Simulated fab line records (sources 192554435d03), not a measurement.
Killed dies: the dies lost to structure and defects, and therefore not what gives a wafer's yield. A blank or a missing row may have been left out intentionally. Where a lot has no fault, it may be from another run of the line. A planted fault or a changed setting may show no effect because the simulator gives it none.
Chamber matching ; flow n5-finfet ; uv-cure-03 running N5_BEOL_M6_CURE_75: 3 sister chambers
The step cures SiCOH lowk, time 120 s. 3 wafers are shown with their chamber, then 7 later ones without.

EACH WAFER AND ITS CHAMBER
wafer;chamber;wafer_temp_C_max
L077.4;1;372.2
L086.6;2;372.2
L088.2;0;371.0

WAFERS WITHOUT THEIR CHAMBER
wafer;wafer_temp_C_max
L088.3;371.3
L087.1;372.2
L087.2;373.2
L087.3;372.5
L096.2;371.7
L096.3;371.3
L096.5;371.2

EACH ONE'S CHAMBER
wafer;from the rows above;in truth
L088.3;can't be placed: 0 or 1 or 2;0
L087.1;can't be placed: 1 or 2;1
L087.2;can't be placed: 1 or 2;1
L087.3;can't be placed: 1 or 2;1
L096.2;can't be placed: 1 or 2 or 0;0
L096.3;can't be placed: 0 or 1 or 2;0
L096.5;can't be placed: 0 or 1 or 2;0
0 of 7 placed correctly. From these rows, 7 cannot be placed; in 7 the true chamber is one of the candidates. 0 placed wrongly.
How it was worked out, from the rows above alone: a wafer's distance from a chamber is the root of the sum, over the readings, of the square of ((its reading less the chamber's mean) divided by the reading's scatter). The wafer belongs to the nearest chamber; if the next one is less than 2 further off, it can't be placed. Each chamber's mean is taken over the wafers shown for it. The scatter: root of mean squared gap, hidden wafer to nearest shown wafer, with one shown wafer a chamber.
